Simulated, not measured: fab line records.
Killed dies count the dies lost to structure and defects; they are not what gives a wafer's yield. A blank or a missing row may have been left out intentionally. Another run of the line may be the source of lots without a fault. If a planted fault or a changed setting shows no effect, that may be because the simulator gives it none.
Shared-tool check ; flow n5Finfet ; 8 lots, 24 wafers sampled

WHY THIS WAS OPENED
3 of 8 lots carry a flag on the reading M7_THK at N5_BEOL_M7_THK_MEAS_53. No-fault wafers: 78.9 nm, standard deviation 2.2.
Rule: a lot is flagged when every wafer of it that has a number lies more than 4 standard deviations from that mean, or none has a number. As for the other lots, they are considered sound.

lot;measured;on;M7_THK (nm), wafer by wafer;flag
L416;day 13 03:36;filmMetro-02;79.7 72.6 80.6;
L427;day 16 11:31;filmMetro-02;292.1 291.1 291.8;FLAGGED
L426;day 16 11:58;filmMetro-02;297.9 301.0 303.0;FLAGGED
L428;day 16 12:56;filmMetro-02;296.1 297.6 301.3;FLAGGED
L430;day 16 20:19;filmMetro-02;80.1 74.9 79.6;
L431;day 17 15:29;filmMetro-02;79.2 76.2 77.1;
L433;day 17 17:29;filmMetro-02;79.5 80.1 80.3;
L434;day 17 20:45;filmMetro-01;76.8 82.6 80.6;
Averaged over the flagged lots the numbers come to 296.9 nm, +218.0 nm from the usual (+99 or more standard deviations).

LOT BY LOT: THE TOOL USED
The record holds 4 process steps before the reading, out of a route of 1938 steps. Each cell gives the tool, then ch followed by the chambers the sampled wafers passed through, then the start.
lot;flag;N5_BEOL_M7_ETCH_66;N5_BEOL_M7_VIA_ETCH_34;N5_BEOL_M7_ANNEAL_51;N5_BEOL_M7_CMP_52
L416;;rieDiel-01 ch 1,2, day 12 23:31;rieDiel-01 ch 1,2, day 12 23:37;rtpAnneal-01 ch 0, day 13 02:54;cmp-02 ch 0,3, day 13 03:21
L427;FLAGGED;rieDiel-06 ch 0,3, day 16 07:50;rieDiel-06 ch 0,3, day 16 07:56;rtpAnneal-01 ch 0, day 16 10:47;cmp-02 ch 1,2, day 16 11:13
L426;FLAGGED;rieDiel-04 ch 0,1,3, day 16 07:56;rieDiel-04 ch 0,1,3, day 16 08:02;rtpAnneal-01 ch 0, day 16 11:27;cmp-02 ch 0,3, day 16 11:42
L428;FLAGGED;rieDiel-01 ch 0,1,2, day 16 10:01;rieDiel-01 ch 0,1,2, day 16 10:07;rtpAnneal-02 ch 0, day 16 12:23;cmp-04 ch 0,2,3, day 16 12:38
L430;;rieDiel-04 ch 1,2,3, day 16 15:12;rieDiel-04 ch 1,2,3, day 16 15:18;rtpAnneal-02 ch 0, day 16 19:43;cmp-04 ch 1,2,3, day 16 20:01
L431;;rieDiel-06 ch 0,3, day 17 11:19;rieDiel-06 ch 0,3, day 17 11:25;rtpAnneal-01 ch 0, day 17 14:53;cmp-04 ch 1,2, day 17 15:11
L433;;rieDiel-01 ch 0,2,3, day 17 14:35;rieDiel-01 ch 0,2,3, day 17 14:41;rtpAnneal-02 ch 0, day 17 16:59;cmp-02 ch 0,3, day 17 17:14
L434;;rieDiel-01 ch 1,2, day 17 17:04;rieDiel-01 ch 1,2, day 17 17:10;rtpAnneal-01 ch 0, day 17 20:15;cmp-02 ch 2,3, day 17 20:28
What the steps here do:
- N5_BEOL_M7_ETCH_66: etches SOC in N2/H2, target depth 80 nm, overetch 16 nm, time 120 s.
- N5_BEOL_M7_VIA_ETCH_34: etches SiCOH lowk in C4F6/O2, target depth 125.5 nm, time 50.5 s.
- N5_BEOL_M7_ANNEAL_51: time 90 s.
- N5_BEOL_M7_CMP_52: polishes, stops on SiCOH lowk, t overpolish 6.9 s, target thk 80 nm.
- N5_BEOL_M7_THK_MEAS_53: measures by xrf.

FLAGGED OVER TOTAL, TOOL BY TOOL (the gauges that took the reading come last)
step;tool;lots run;flagged;share of the flagged lots;sound lots run after its first flagged lot
N5_BEOL_M7_ETCH_66;rieDiel-01;4;1;some;2 (L433,L434)
N5_BEOL_M7_ETCH_66;rieDiel-04;2;1;some;1 (L430)
N5_BEOL_M7_ETCH_66;rieDiel-06;2;1;some;1 (L431)
N5_BEOL_M7_VIA_ETCH_34;rieDiel-01;4;1;some;2 (L433,L434)
N5_BEOL_M7_VIA_ETCH_34;rieDiel-04;2;1;some;1 (L430)
N5_BEOL_M7_VIA_ETCH_34;rieDiel-06;2;1;some;1 (L431)
N5_BEOL_M7_ANNEAL_51;rtpAnneal-01;5;2;some;2 (L431,L434)
N5_BEOL_M7_ANNEAL_51;rtpAnneal-02;3;1;some;2 (L430,L433)
N5_BEOL_M7_CMP_52;cmp-02;5;2;some;2 (L433,L434)
N5_BEOL_M7_CMP_52;cmp-04;3;1;some;2 (L430,L431)
N5_BEOL_M7_THK_MEAS_53;filmMetro-01;1;0;none;-
N5_BEOL_M7_THK_MEAS_53;filmMetro-02;7;3;all;3 (L430,L431,L433)

WHAT THE TABLE ALLOWS
1 row of the table ran every flagged lot: filmMetro-02 at N5_BEOL_M7_THK_MEAS_53.
- filmMetro-02 at N5_BEOL_M7_THK_MEAS_53: 3 of its 7 lots flagged. Sound lots followed the first flagged one (L430, L431, L433) on it, something a lasting fault affecting the whole tool could not allow.
Not one row of the table ran every flagged lot while running no sound lot after the first.

WHAT WAS PUT IN BY THE SIMULATOR
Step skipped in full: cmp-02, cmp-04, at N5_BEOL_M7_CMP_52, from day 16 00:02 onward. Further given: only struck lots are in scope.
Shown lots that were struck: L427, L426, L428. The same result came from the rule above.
